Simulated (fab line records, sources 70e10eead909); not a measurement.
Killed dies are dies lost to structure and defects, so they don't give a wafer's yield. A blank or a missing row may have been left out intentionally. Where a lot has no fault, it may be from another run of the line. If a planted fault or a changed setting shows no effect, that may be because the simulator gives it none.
fab line records	flow nand_harc
record: lots: 24	wafers: 72	last_day: 24
route steps=1159 shown A_STAIRCASE@653 A_SGD_CUT@759
lots that met no fault: taken from a fault-free run of the same line
start_h: the number of hours between the record's first day and the start of the first shown wafer of the lot	wait_h: time in hours since the lot's previous step	" same as the row above	L1.1+2: a row that stands for several wafers	- no value, or no start given	* or withheld: withheld	< > ~ a bound
route shown NAME@n: a module of which the file shows steps, and the number in the route of the first	usual: the fault-free wafers' mean and standard deviation	same: alike in all rows	chamber/n: place in a boat	sites: readings site by site	_std_site: the standard deviation of these	_edge_site: the outer-site mean with the inner-site mean subtracted	radius_mm: how far each site lies from the wafer's centre	mask NAME#n: copy n	behind: the most recent tool/chamber to have shaped the wafer	hold: what put the lot on hold/how long, in hours/how the hold closed	device: transistor that didn't switch, given as n, p or np	end of line: at the end of the route, the tests of the same wafers	a step with no rows: only its recipe	killed: dies that structure and defects cost at the first sort, which is not the same as the wafer's yield	map: a wafer's dies, x killed, . not, _ none there
set.NAME: the setting that was run; set.NAME@STEP: the one run at that earlier step	model.NAME: the simulator's own value behind a step, which no gauge read
steps of the route over a sample of lots; a table a step, a row a wafer
services: from which hour (start_h, from the record's first day; less than 0 if before it) a tool's chamber was out of use, for how many hours, and why
== steps ==
step: NHARC_A_STAIRCASE_DEP_259
recipe: target_thk_a: 300	target_thk_nm: 30	temp_c: 400	pressure_torr: 3.5	flow_sccm: 200	rf_w: 350	material: SiON
usual: heater_power_w: 762/69
lot.wafer	tool	chamber	start_h	wait_h	heater_power_w
L074.1	pecvd-03	2	252.37	1.7	692
L074.4	"	2	"	"	726
L074.6	"	0	"	"	817
L077.1	pecvd-01	0	269.48	1.6	729
L077.3	"	1	"	"	804
L077.6	"	0	"	"	744
L075.6	pecvd-03	0	270.08	0.1	711
L075.4	"	1	"	"	775
L075.5	"	2	"	"	688
L076.1	pecvd-02	2	273.85	1.6	728
L076.3	"	1	"	"	739
L076.6	"	0	"	"	832
L080.1	pecvd-03	0	279.38	1.6	786
L080.6	"	2	"	"	744
L080.5	"	1	"	"	722
L079.2	pecvd-01	0	280.23	1.4	682
L079.6	"	2	"	"	864
L079.4	"	0	"	"	704
L078.2	pecvd-01	2	283.32	1.3	943
L078.4	"	0	"	"	713
L078.6	"	1	"	"	797
L081.1	pecvd-01	2	287.49	1.6	929
L081.6	"	1	"	"	685
L081.4	"	0	"	"	652
L083.3	pecvd-01	1	302.86	1.0	736
L083.5	"	2	"	"	885
L083.4	"	1	"	"	735
L082.2	pecvd-03	0	305.49	1.4	725
L082.6	"	2	"	"	769
L082.4	"	0	"	"	741
L084.2	pecvd-02	2	313.03	1.4	713
L084.5	"	1	"	"	772
L084.4	"	2	"	"	729
L085.1	pecvd-02	0	315.04	1.6	774
L085.5	"	1	"	"	819
L085.6	"	2	"	"	779
L086.1	pecvd-02	1	326.69	1.6	726
L086.2	"	2	"	"	686
L086.4	"	1	"	"	714
L087.2	pecvd-01	1	326.84	1.3	781
L087.3	"	2	"	"	862
L087.6	"	1	"	"	764
L088.1	pecvd-03	2	332.68	1.6	731
L088.4	"	0	"	"	706
L088.5	"	1	"	"	696
L090.1	pecvd-01	0	342.90	1.6	691
L090.6	"	2	"	"	863
L090.4	"	0	"	"	686
L089.2	pecvd-03	2	345.03	1.3	687
L089.4	"	2	"	"	700
L089.5	"	0	"	"	719
L091.3	pecvd-03	2	351.99	1.0	721
L091.1	"	0	"	"	726
L091.6	"	2	"	"	760
L092.1	pecvd-03	2	354.28	1.6	769
L092.6	"	1	"	"	745
L092.4	"	0	"	"	689
L093.3	pecvd-02	2	361.96	0.9	785
L093.2	"	1	"	"	708
L093.6	"	0	"	"	904
L094.3	pecvd-03	2	373.17	1.0	719
L094.5	"	2	"	"	723
L094.6	"	0	"	"	745
L095.2	pecvd-02	0	375.00	1.3	888
L095.3	"	1	"	"	709
L095.5	"	1	"	"	726
L097.1	pecvd-01	0	375.05	1.6	716
L097.4	"	0	"	"	706
L097.6	"	0	"	"	701
L096.1	pecvd-01	0	381.83	1.6	689
L096.2	"	1	"	"	742
L096.4	"	0	"	"	698
step: NHARC_A_STAIRCASE_ETCH_452
recipe: target_depth_a: 300	overetch_a: 30	time_s: 16.5	ion_energy_ev: 100	cf4_flow_sccm: 80	o2_flow_sccm: 20	ar_flow_sccm: 0	rf_w: 300	bias_w: 100	chemistry: CF4/O2
usual: chamber_pressure_mTorr: 30.000/0.027	drypump_motor_current_A: 5.7/0.57	oes_o_777_au: 1.001/0.0045	oes_product_au: 1.000/0.0081	rf_vpp_V: 198.0/1.5	showerhead_plenum_p_Torr: 1.35/0.061	throttle_valve_pct: 13.396/0.0089
lot.wafer	tool	chamber	start_h	wait_h	chamber_pressure_mTorr	drypump_motor_current_A	oes_o_777_au	oes_product_au	rf_hours_counter_h	rf_vpp_V	showerhead_plenum_p_Torr	throttle_valve_pct
L074.4	rie_diel-08	1	-	-	30.040	6.5	0.998	1.016	32	197.9	1.37	13.386
L074.1	"	2	"	"	30.029	6.3	0.997	1.009	49	195.3	1.25	13.397
L074.6	"	1	"	"	30.020	6.5	0.993	1.013	-	198.3	1.37	13.390
L077.3	rie_diel-02	1	-	-	30.036	5.2	0.997	0.989	42	199.0	1.37	13.394
L077.1	"	3	"	"	30.009	5.4	1.002	0.989	42	195.6	1.24	13.392
L077.6	"	1	"	"	30.019	5.3	1.002	0.989	-	198.3	1.37	13.394
L075.4	rie_diel-07	1	-	-	30.040	4.8	0.995	0.998	13	197.8	1.36	13.393
L075.5	"	1	"	"	30.040	4.8	1.003	0.995	-	199.1	1.36	13.383
L075.6	"	2	"	"	30.018	5.0	0.994	1.002	-	197.6	1.35	13.392
L076.3	rie_diel-07	3	-	-	30.018	5.8	1.001	0.987	14	196.0	1.25	13.393
L076.1	"	0	"	"	29.980	4.7	1.000	0.996	15	200.8	1.44	13.419
L076.6	"	2	"	"	30.049	5.1	0.996	1.000	-	198.5	1.35	13.386
L080.1	rie_diel-02	1	-	-	30.040	5.2	0.997	0.998	45	197.7	1.37	13.390
L080.5	"	3	"	"	30.037	5.4	0.995	0.999	-	196.4	1.24	13.396
L080.6	"	0	"	"	29.987	5.7	1.001	0.993	-	199.5	1.44	13.395
L079.4	rie_diel-07	3	-	-	30.028	5.8	1.004	1.000	16	195.3	1.25	13.402
L079.2	"	0	"	"	29.976	4.7	1.004	0.999	17	200.5	1.44	13.391
L079.6	"	3	"	"	29.980	5.7	0.999	0.996	-	197.4	1.25	13.392
L078.2	rie_diel-08	0	-	-	29.998	5.9	1.003	0.999	60	197.5	1.38	13.403
L078.4	"	1	"	"	29.969	6.4	1.007	0.998	42	200.5	1.37	13.388
L078.6	"	1	"	"	30.056	6.4	1.007	1.017	-	198.6	1.37	13.387
L081.1	rie_diel-02	1	-	-	30.032	5.3	0.991	0.996	48	199.0	1.37	13.384
L081.4	"	3	"	"	30.007	5.4	0.998	0.993	48	195.8	1.24	13.401
L081.6	"	1	"	"	29.996	5.3	0.994	0.998	-	198.2	1.37	13.395
L083.4	rie_diel-02	1	-	-	30.001	5.2	1.007	1.008	56	197.8	1.37	13.396
L083.3	"	2	"	"	29.985	6.2	1.000	0.996	44	196.9	1.35	13.394
L083.5	"	1	"	"	30.008	5.2	0.999	1.012	-	197.3	1.37	13.413
L082.4	rie_diel-02	2	-	-	29.968	6.3	1.001	1.001	45	199.3	1.35	13.401
L082.2	"	0	"	"	30.029	5.6	0.996	0.998	57	200.4	1.43	13.390
L082.6	"	2	"	"	29.968	6.2	1.005	1.004	-	197.9	1.35	13.386
L084.4	rie_diel-08	3	-	-	30.039	6.3	1.001	1.001	1	199.6	1.37	13.403
L084.2	"	0	"	"	29.959	6.0	0.996	1.004	2	199.1	1.38	13.394
L084.5	"	3	"	"	29.994	6.3	1.003	1.011	-	198.3	1.37	13.406
L085.1	rie_diel-08	0	-	-	29.972	5.9	1.000	0.994	2	197.6	1.38	13.401
L085.5	"	2	"	"	29.962	6.3	1.001	0.999	-	196.5	1.25	13.412
L085.6	"	3	"	"	30.003	6.3	1.000	0.998	-	198.0	1.37	13.396
L086.2	rie_diel-08	0	-	-	30.045	5.9	0.993	1.004	7	197.6	1.38	13.398
L086.4	"	2	"	"	30.034	6.3	1.008	1.011	9	194.4	1.25	13.391
L086.1	"	3	"	"	30.044	6.3	1.013	1.004	8	197.5	1.37	13.400
L087.3	rie_diel-07	3	-	-	30.054	5.8	1.003	0.980	32	195.3	1.25	13.404
L087.2	"	0	"	"	30.001	4.8	0.995	0.991	33	200.3	1.44	13.380
L087.6	"	3	"	"	29.995	5.8	1.000	0.987	-	195.8	1.25	13.397
L088.4	rie_diel-07	1	-	-	29.980	4.7	1.000	0.995	39	197.4	1.35	13.388
L088.1	"	3	"	"	30.004	5.8	0.999	0.995	37	194.9	1.25	13.391
L088.5	"	1	"	"	30.027	4.8	1.011	0.979	-	198.9	1.35	13.406
L090.1	rie_diel-08	3	-	-	30.008	6.3	1.000	1.012	16	197.4	1.37	13.399
L090.4	"	2	"	"	30.025	6.3	1.002	1.007	18	195.9	1.25	13.397
L090.6	"	0	"	"	30.016	5.9	0.999	1.000	-	198.2	1.38	13.416
L089.2	rie_diel-07	0	-	-	29.996	4.7	1.005	0.993	40	201.1	1.44	13.391
L089.4	"	2	"	"	29.967	5.1	0.999	0.990	43	197.6	1.34	13.389
L089.5	"	3	"	"	30.022	5.8	1.003	1.001	-	196.4	1.25	13.387
L091.1	rie_diel-08	0	-	-	30.021	5.9	1.001	1.001	15	199.0	1.38	13.386
L091.3	"	1	"	"	29.931	6.5	1.009	1.005	17	199.8	1.36	13.392
L091.6	"	3	"	"	29.974	6.4	1.005	1.011	-	198.6	1.37	13.393
L092.4	rie_diel-07	0	-	-	30.015	4.7	1.001	0.999	42	200.9	1.44	13.384
L092.1	"	1	"	"	29.960	4.7	0.995	0.982	45	198.7	1.35	13.400
L092.6	"	0	"	"	29.997	4.7	0.996	0.997	-	200.4	1.44	13.402
L093.3	rie_diel-08	3	-	-	29.962	6.3	0.995	1.015	22	197.0	1.37	13.401
L093.2	"	0	"	"	30.008	6.0	1.003	0.995	19	198.8	1.38	13.406
L093.6	"	2	"	"	29.986	6.3	0.999	1.006	-	196.0	1.25	13.382
L094.3	rie_diel-02	3	-	-	29.982	5.4	1.004	1.007	11	198.5	1.44	13.397
L094.5	"	2	"	"	30.022	6.2	1.008	0.983	-	197.4	1.35	13.422
L094.6	"	3	"	"	29.963	5.4	0.999	1.005	-	199.0	1.44	13.387
L095.3	rie_diel-02	1	-	-	30.047	5.3	0.999	0.994	12	198.2	1.37	13.388
L095.2	"	3	"	"	29.977	5.4	0.999	1.019	12	200.1	1.44	13.388
L095.5	"	1	"	"	30.046	5.2	1.000	0.989	-	198.7	1.37	13.412
L097.1	rie_diel-08	1	-	-	29.979	6.5	1.001	1.006	26	197.8	1.36	13.401
L097.4	"	3	"	"	29.998	6.3	1.001	1.016	26	197.4	1.37	13.399
L097.6	"	1	"	"	29.946	6.4	1.004	1.010	-	198.1	1.36	13.386
L096.1	rie_diel-02	2	-	-	29.966	6.2	1.004	0.999	14	197.2	1.34	13.409
L096.2	"	3	"	"	29.987	5.4	1.000	1.011	15	199.5	1.44	13.389
L096.4	"	1	"	"	29.955	5.3	1.001	0.999	15	198.3	1.37	13.417
step: NHARC_A_STAIRCASE_STRIP_316
recipe: o2_flow_sccm: 500	ar_flow_sccm: 0	bias_w: 0	chemistry: O2
usual: chamber_pressure_mTorr: 60.00/0.056	drypump_motor_current_A: 5.5/0.6	oes_product_au: 0.998/0.0077	rf_vpp_V: 58.0/0.94	showerhead_plenum_p_Torr: 3.58/0.16	throttle_valve_pct: 17.038/0.0089
lot.wafer	tool	chamber	start_h	wait_h	chamber_pressure_mTorr	drypump_motor_current_A	oes_product_au	rf_hours_counter_h	rf_vpp_V	showerhead_plenum_p_Torr	throttle_valve_pct
L074.4	rie_diel-08	0	-	-	60.04	6.0	0.983	53	59.1	3.65	17.042
L074.1	"	1	"	"	59.97	6.4	1.004	36	58.9	3.62	17.035
L074.6	"	0	"	"	59.94	5.9	0.997	-	59.6	3.65	17.043
L077.1	rie_diel-02	3	-	-	60.00	5.4	0.990	44	58.1	3.29	17.027
L077.3	"	0	"	"	60.08	5.7	0.998	44	58.5	3.78	17.023
L077.6	"	0	"	"	60.02	5.7	1.011	-	59.2	3.78	17.033
L075.4	rie_diel-07	2	-	-	60.01	5.1	1.006	16	58.5	3.56	17.030
L075.6	"	3	"	"	60.00	5.8	1.002	-	58.5	3.32	17.033
L075.5	"	0	"	"	60.04	4.8	0.999	-	58.1	3.80	17.022
L076.3	rie_diel-08	0	-	-	60.04	6.0	0.996	60	58.7	3.65	17.038
L076.1	"	2	"	"	59.96	6.3	1.002	62	58.0	3.32	17.033
L076.6	"	3	"	"	60.08	6.4	1.006	-	58.6	3.63	17.026
L080.1	rie_diel-07	3	-	-	60.04	5.8	0.985	18	56.2	3.32	17.058
L080.6	"	1	"	"	60.04	4.8	0.987	-	57.5	3.58	17.028
L080.5	"	2	"	"	59.96	5.1	0.992	-	57.6	3.55	17.049
L079.2	rie_diel-02	0	-	-	60.02	5.7	1.000	46	58.3	3.78	17.031
L079.4	"	1	"	"	59.98	5.3	0.991	47	59.0	3.62	17.043
L079.6	"	1	"	"	60.12	5.3	1.003	-	58.3	3.62	17.047
L078.2	rie_diel-07	2	-	-	60.00	5.1	0.990	19	56.9	3.55	17.034
L078.4	"	0	"	"	60.03	4.7	1.004	19	59.3	3.80	17.029
L078.6	"	1	"	"	59.95	4.8	0.998	-	59.3	3.58	17.037
L081.1	rie_diel-07	2	-	-	60.07	5.1	1.005	22	58.1	3.55	17.032
L081.4	"	0	"	"	60.02	4.8	1.002	21	59.9	3.80	17.048
L081.6	"	2	"	"	60.13	5.1	0.995	-	57.0	3.55	17.036
L083.3	rie_diel-02	1	-	-	60.00	5.3	1.013	59	58.4	3.62	17.038
L083.4	"	3	"	"	59.97	5.4	1.001	58	57.2	3.28	17.030
L083.5	"	2	"	"	59.94	6.3	0.993	-	57.1	3.56	17.038
L082.4	rie_diel-07	3	-	-	60.04	5.8	0.998	26	57.9	3.32	17.036
L082.2	"	1	"	"	59.89	4.8	0.997	29	58.1	3.57	17.046
L082.6	"	3	"	"	59.93	5.8	0.997	-	55.9	3.32	17.036
L084.4	rie_diel-07	0	-	-	59.98	4.7	0.995	30	56.6	3.79	17.032
L084.2	"	1	"	"	60.00	4.8	0.994	33	56.4	3.57	17.035
L084.5	"	0	"	"	60.01	4.7	1.005	-	57.9	3.79	17.044
L085.1	rie_diel-02	3	-	-	60.05	5.4	0.997	61	57.7	3.28	17.041
L085.6	"	2	"	"	60.05	6.3	1.001	-	56.6	3.56	17.042
L085.5	"	3	"	"	59.91	5.4	0.984	-	57.0	3.28	17.052
L086.2	rie_diel-08	3	-	-	59.97	6.4	1.000	11	59.5	3.62	17.044
L086.4	"	0	"	"	60.06	6.0	0.996	9	57.9	3.64	17.025
L086.1	"	1	"	"	60.01	6.5	0.998	10	57.2	3.61	17.038
L087.2	rie_diel-08	1	-	-	60.07	6.5	1.003	11	57.9	3.61	17.050
L087.3	"	3	"	"	60.01	6.4	1.014	11	58.5	3.62	17.042
L087.6	"	2	"	"	60.09	6.3	1.019	-	57.8	3.31	17.050
L088.4	rie_diel-07	0	-	-	59.96	4.7	1.011	39	56.9	3.79	17.023
L088.1	"	1	"	"	60.02	4.8	1.002	42	58.7	3.57	17.044
L088.5	"	0	"	"	59.96	4.7	1.006	-	59.2	3.79	17.051
L090.4	rie_diel-02	1	-	-	60.01	5.3	0.989	3	57.0	3.61	17.031
L090.1	"	2	"	"	59.98	6.3	1.002	3	58.2	3.56	17.040
L090.6	"	1	"	"	60.05	5.2	1.002	-	57.1	3.61	17.020
L089.4	rie_diel-08	1	-	-	59.90	6.5	1.003	17	58.8	3.60	17.037
L089.2	"	3	"	"	60.01	6.3	1.007	19	58.8	3.61	17.036
L089.5	"	1	"	"	59.93	6.5	1.006	-	57.5	3.60	17.048
L091.1	rie_diel-07	0	-	-	59.99	4.7	1.013	44	58.3	3.78	17.027
L091.3	"	2	"	"	60.00	5.1	0.998	48	58.0	3.54	17.044
L091.6	"	1	"	"	59.96	4.8	0.995	-	58.1	3.56	17.031
L092.1	rie_diel-02	0	-	-	60.10	5.7	0.997	8	59.1	3.77	17.035
L092.4	"	2	"	"	59.99	6.3	0.981	8	57.1	3.55	17.040
L092.6	"	3	"	"	60.06	5.4	1.011	-	57.9	3.80	17.045
L093.3	rie_diel-08	2	-	-	59.99	6.3	1.004	27	57.3	3.30	17.032
L093.2	"	0	"	"	60.00	6.0	0.993	22	56.7	3.63	17.047
L093.6	"	3	"	"	59.90	6.3	1.003	-	58.3	3.61	17.032
L094.3	rie_diel-02	2	-	-	59.99	6.3	0.992	13	59.0	3.55	17.047
L094.6	"	3	"	"	59.99	5.4	1.010	-	58.2	3.80	17.029
L094.5	"	0	"	"	60.07	5.7	0.990	-	59.8	3.76	17.025
L095.3	rie_diel-07	1	-	-	60.10	4.8	0.980	56	57.9	3.56	17.047
L095.2	"	2	"	"	60.04	5.1	0.986	57	56.7	3.53	17.025
L095.5	"	3	"	"	59.99	5.8	0.985	-	57.3	3.30	17.054
L097.1	rie_diel-07	0	-	-	60.02	4.8	1.000	54	58.0	3.78	17.049
L097.4	"	1	"	"	59.96	4.8	0.986	56	57.9	3.56	17.033
L097.6	"	0	"	"	59.91	4.8	1.000	-	59.3	3.78	17.025
L096.4	rie_diel-07	1	-	-	59.94	4.8	0.996	57	58.4	3.56	17.041
L096.1	"	3	"	"	60.07	5.7	1.006	54	55.8	3.30	17.030
L096.2	"	0	"	"	59.95	4.7	1.011	55	58.8	3.78	17.040
step: NHARC_A_STAIRCASE_DEP_322
recipe: target_thk_a: 38000	temp_c: 400	target_thk_nm: 3800	teos_flow_sccm: 200	rf_w: 500	material: SiO2
usual: heater_power_w: 665/76
lot.wafer	tool	chamber	start_h	wait_h	heater_power_w
L074.1	pecvd-02	2	287.24	0.2	701
L074.6	"	2	"	"	600
L074.4	"	0	"	"	694
L077.3	pecvd-01	0	304.28	0.1	691
L077.1	"	2	"	"	768
L077.6	"	1	"	"	595
L075.4	pecvd-02	2	304.71	0.5	588
L075.5	"	0	"	"	702
L075.6	"	1	"	"	640
L079.2	pecvd-03	1	308.33	0.1	684
L079.4	"	2	"	"	575
L079.6	"	0	"	"	571
L076.3	pecvd-02	0	308.34	0.1	807
L076.1	"	1	"	"	685
L076.6	"	0	"	"	691
L078.2	pecvd-01	1	312.87	0.2	642
L078.4	"	2	"	"	701
L078.6	"	0	"	"	576
L080.1	pecvd-03	1	312.94	0.3	712
L080.5	"	2	"	"	580
L080.6	"	1	"	"	602
L081.1	pecvd-03	0	317.93	0.2	708
L081.6	"	0	"	"	591
L081.4	"	1	"	"	606
L082.2	pecvd-01	1	339.09	0.3	694
L082.4	"	2	"	"	723
L082.6	"	0	"	"	576
L083.3	pecvd-03	1	339.15	0.3	748
L083.5	"	1	"	"	600
L083.4	"	2	"	"	571
L084.2	pecvd-01	2	349.19	0.2	872
L084.5	"	1	"	"	592
L084.4	"	2	"	"	734
L085.1	pecvd-03	0	349.28	0.3	724
L085.5	"	2	"	"	557
L085.6	"	0	"	"	595
L086.2	pecvd-01	1	359.41	0.2	630
L086.1	"	2	"	"	801
L086.4	"	1	"	"	610
L087.2	pecvd-02	0	359.41	0.2	746
L087.3	"	1	"	"	751
L087.6	"	1	"	"	631
L088.1	pecvd-03	0	366.72	0.1	645
L088.5	"	0	"	"	592
L088.4	"	1	"	"	606
L089.2	pecvd-01	1	372.91	0.2	659
L089.4	"	1	"	"	606
L089.5	"	0	"	"	577
L090.1	pecvd-02	0	372.96	0.3	823
L090.6	"	2	"	"	654
L090.4	"	0	"	"	693
L092.1	pecvd-01	0	386.10	0.2	623
L092.6	"	0	"	"	566
L092.4	"	1	"	"	613
L091.1	pecvd-03	2	386.13	0.2	595
L091.3	"	0	"	"	660
L091.6	"	1	"	"	607
L093.2	pecvd-03	1	393.17	0.1	681
L093.3	"	0	"	"	677
L093.6	"	0	"	"	581
L097.1	pecvd-03	1	403.18	0.1	724
L097.4	"	1	"	"	590
L097.6	"	2	"	"	574
L095.3	pecvd-01	0	403.29	0.2	722
L095.2	"	1	"	"	706
L095.5	"	1	"	"	597
L094.3	pecvd-02	1	403.38	0.3	753
L094.6	"	2	"	"	662
L094.5	"	0	"	"	701
L096.2	pecvd-02	0	417.74	0.1	779
L096.1	"	2	"	"	772
L096.4	"	2	"	"	636
step: NHARC_A_STAIRCASE_CMP_152
usual: motor_current_A: 11.8/1.1
lot.wafer	tool	chamber	start_h	wait_h	motor_current_A
L074.4	cmp-01	3	305.11	0.1	10.9
L074.1	"	2	"	"	10.0
L074.6	"	0	"	"	11.6
L077.3	cmp-01	1	322.36	0.1	11.0
L077.1	"	3	"	"	10.7
L077.6	"	1	"	"	10.5
L075.4	cmp-01	2	322.55	0.1	9.7
L075.6	"	3	"	"	11.1
L075.5	"	0	"	"	13.0
L076.3	cmp-03	2	328.92	0.1	10.9
L076.1	"	0	"	"	13.0
L076.6	"	1	"	"	12.6
L079.2	cmp-01	2	329.01	0.1	10.2
L079.4	"	0	"	"	12.1
L079.6	"	1	"	"	10.9
L080.1	cmp-03	1	333.76	0.1	13.7
L080.6	"	3	"	"	11.3
L080.5	"	0	"	"	12.4
L078.2	cmp-02	0	333.99	0.1	11.9
L078.4	"	2	"	"	11.8
L078.6	"	3	"	"	13.4
L081.4	cmp-03	0	341.46	0.1	13.4
L081.1	"	2	"	"	10.3
L081.6	"	0	"	"	12.9
L083.4	cmp-01	1	357.46	0.1	11.0
L083.3	"	0	"	"	12.2
L083.5	"	2	"	"	9.9
L082.4	cmp-02	2	357.72	0.1	11.7
L082.2	"	0	"	"	12.2
L082.6	"	2	"	"	11.8
L085.1	cmp-01	0	370.82	0.1	12.1
L085.5	"	1	"	"	11.2
L085.6	"	2	"	"	10.2
L084.2	cmp-03	3	370.98	0.1	12.0
L084.4	"	1	"	"	13.0
L084.5	"	2	"	"	10.7
L087.3	cmp-02	3	383.39	0.1	12.9
L087.2	"	0	"	"	11.8
L087.6	"	2	"	"	12.1
L086.4	cmp-01	2	383.66	0.1	10.2
L086.2	"	3	"	"	10.7
L086.1	"	1	"	"	11.0
L088.1	cmp-03	2	383.83	0.1	10.8
L088.4	"	0	"	"	12.7
L088.5	"	1	"	"	13.2
L090.4	cmp-02	1	394.12	0.1	12.7
L090.1	"	0	"	"	12.1
L090.6	"	1	"	"	11.9
L089.4	cmp-02	2	394.33	0.1	12.1
L089.2	"	3	"	"	12.9
L089.5	"	1	"	"	12.3
L092.1	cmp-01	1	408.15	0.1	11.0
L092.4	"	2	"	"	9.6
L092.6	"	0	"	"	12.6
L091.3	cmp-02	0	408.35	0.1	12.3
L091.1	"	3	"	"	11.6
L091.6	"	1	"	"	12.9
L093.2	cmp-02	0	411.19	0.1	12.1
L093.3	"	3	"	"	13.3
L093.6	"	0	"	"	12.7
L097.1	cmp-03	3	428.65	0.1	12.6
L097.4	"	0	"	"	12.9
L097.6	"	2	"	"	10.6
L095.3	cmp-01	0	428.80	0.1	12.4
L095.2	"	2	"	"	9.9
L095.5	"	3	"	"	11.3
L094.3	cmp-02	0	428.93	0.1	12.4
L094.6	"	3	"	"	12.6
L094.5	"	0	"	"	12.2
L096.2	cmp-01	0	440.83	0.1	12.3
L096.4	"	1	"	"	10.8
L096.1	"	3	"	"	11.1
step: NHARC_A_SGD_CUT_OVL_MEAS_10
usual: overlay_x_nm: 0.2/0.88	overlay_y_nm: 0.1/0.96
lot.wafer	tool	chamber	start_h	wait_h	overlay_x_nm	overlay_y_nm
L074.1	overlay-02	-	307.70	-	0.7	-1.1
L074.4	"	-	"	"	1.1	-0.8
L074.6	"	-	"	"	0.3	-0.8
L077.1	overlay-01	-	324.96	-	-0.6	-0.7
L077.3	"	-	"	"	-0.2	-0.5
L077.6	"	-	"	"	0.1	0.1
L075.4	overlay-02	-	325.01	-	-0.7	-0.5
L075.5	"	-	"	"	-0.6	-0.8
L075.6	"	-	"	"	-0.3	-0.6
L076.1	overlay-02	-	331.59	-	0.5	1.2
L076.3	"	-	"	"	0.4	1.5
L076.6	"	-	"	"	0.0	1.1
L079.2	overlay-01	-	331.64	-	-0.2	-0.8
L079.4	"	-	"	"	-0.8	-1.1
L079.6	"	-	"	"	-0.5	-0.8
L078.2	overlay-01	-	336.80	-	1.9	0.9
L078.4	"	-	"	"	1.6	1.5
L078.6	"	-	"	"	1.1	1.1
L080.1	overlay-01	-	337.14	-	1.3	2.3
L080.5	"	-	"	"	1.1	2.0
L080.6	"	-	"	"	1.0	2.5
L081.1	overlay-01	-	343.96	-	0.5	-0.3
L081.4	"	-	"	"	0.7	-0.7
L081.6	"	-	"	"	0.9	-1.5
L083.3	overlay-02	-	359.96	-	-0.6	0.4
L083.4	"	-	"	"	0.1	0.0
L083.5	"	-	"	"	0.0	0.4
L082.2	overlay-01	-	360.34	-	-1.4	1.4
L082.4	"	-	"	"	-1.9	0.7
L082.6	"	-	"	"	-1.6	0.7
L085.1	overlay-02	-	373.50	-	-0.8	0.2
L085.5	"	-	"	"	-0.6	0.6
L085.6	"	-	"	"	-0.7	0.3
L084.2	overlay-01	-	373.65	-	0.7	0.5
L084.4	"	-	"	"	0.9	0.6
L084.5	"	-	"	"	0.9	1.4
L087.2	overlay-02	-	386.21	-	0.0	-0.2
L087.3	"	-	"	"	0.2	-0.3
L087.6	"	-	"	"	0.5	0.3
L086.1	overlay-01	-	386.37	-	1.4	0.9
L086.2	"	-	"	"	1.0	0.7
L086.4	"	-	"	"	1.4	1.1
L088.1	overlay-02	-	387.21	-	-0.7	1.1
L088.4	"	-	"	"	0.0	1.4
L088.5	"	-	"	"	0.0	1.3
L090.1	overlay-02	-	396.76	-	-0.8	0.2
L090.4	"	-	"	"	-1.0	0.7
L090.6	"	-	"	"	-0.3	0.0
L089.2	overlay-02	-	396.92	-	-0.5	1.3
L089.4	"	-	"	"	-0.6	1.5
L089.5	"	-	"	"	-0.5	0.9
L092.1	overlay-01	-	410.88	-	1.2	-0.8
L092.4	"	-	"	"	0.8	-1.3
L092.6	"	-	"	"	1.1	-1.0
L091.1	overlay-01	-	411.03	-	0.2	-0.9
L091.3	"	-	"	"	0.0	-0.6
L091.6	"	-	"	"	0.3	-0.6
L093.2	overlay-01	-	413.70	-	1.1	0.0
L093.3	"	-	"	"	1.6	-0.5
L093.6	"	-	"	"	1.2	-0.7
L097.1	overlay-01	-	431.26	-	-1.1	0.0
L097.4	"	-	"	"	-0.1	-1.0
L097.6	"	-	"	"	-0.4	-0.4
L095.2	overlay-02	-	431.70	-	1.8	-0.2
L095.3	"	-	"	"	1.5	-0.4
L095.5	"	-	"	"	1.7	0.4
L094.3	overlay-01	-	431.88	-	-0.6	0.4
L094.5	"	-	"	"	-1.5	0.3
L094.6	"	-	"	"	-0.6	-0.4
L096.1	overlay-01	-	443.42	-	0.4	-1.5
L096.2	"	-	"	"	0.5	-1.2
L096.4	"	-	"	"	0.3	-1.0
== services ==
tool	chamber	start_h	hours	kind
pecvd-01	-	237.18	13.0	pm
cmp-02	-	251.05	7.4	repair
rie_diel-02	2	253.28	25.0	repair
pecvd-02	1	262.67	10.2	repair
cmp-02	-	265.39	3.0	repair
pecvd-03	-	276.12	1.2	repair
cmp-01	-	277.65	4.0	pm
cmp-02	-	288.68	11.0	repair
pecvd-03	-	292.25	13.0	pm
cmp-01	-	306.47	0.4	repair
cmp-02	-	321.31	2.2	repair
cmp-02	-	324.71	4.0	pm
pecvd-02	-	334.07	13.0	pm
rie_diel-02	3	338.36	6.1	repair
cmp-02	-	358.01	1.1	repair
pecvd-01	2	362.14	21.4	repair
rie_diel-07	1	371.43	2.3	repair
pecvd-03	0	373.80	4.0	repair
cmp-01	-	375.65	4.0	pm
rie_diel-07	-	406.41	9.0	pm
cmp-01	-	412.07	3.7	repair
pecvd-03	0	417.01	3.6	repair
pecvd-01	-	418.18	13.0	pm
rie_diel-02	0	429.35	9.5	repair
== key ==
fault none
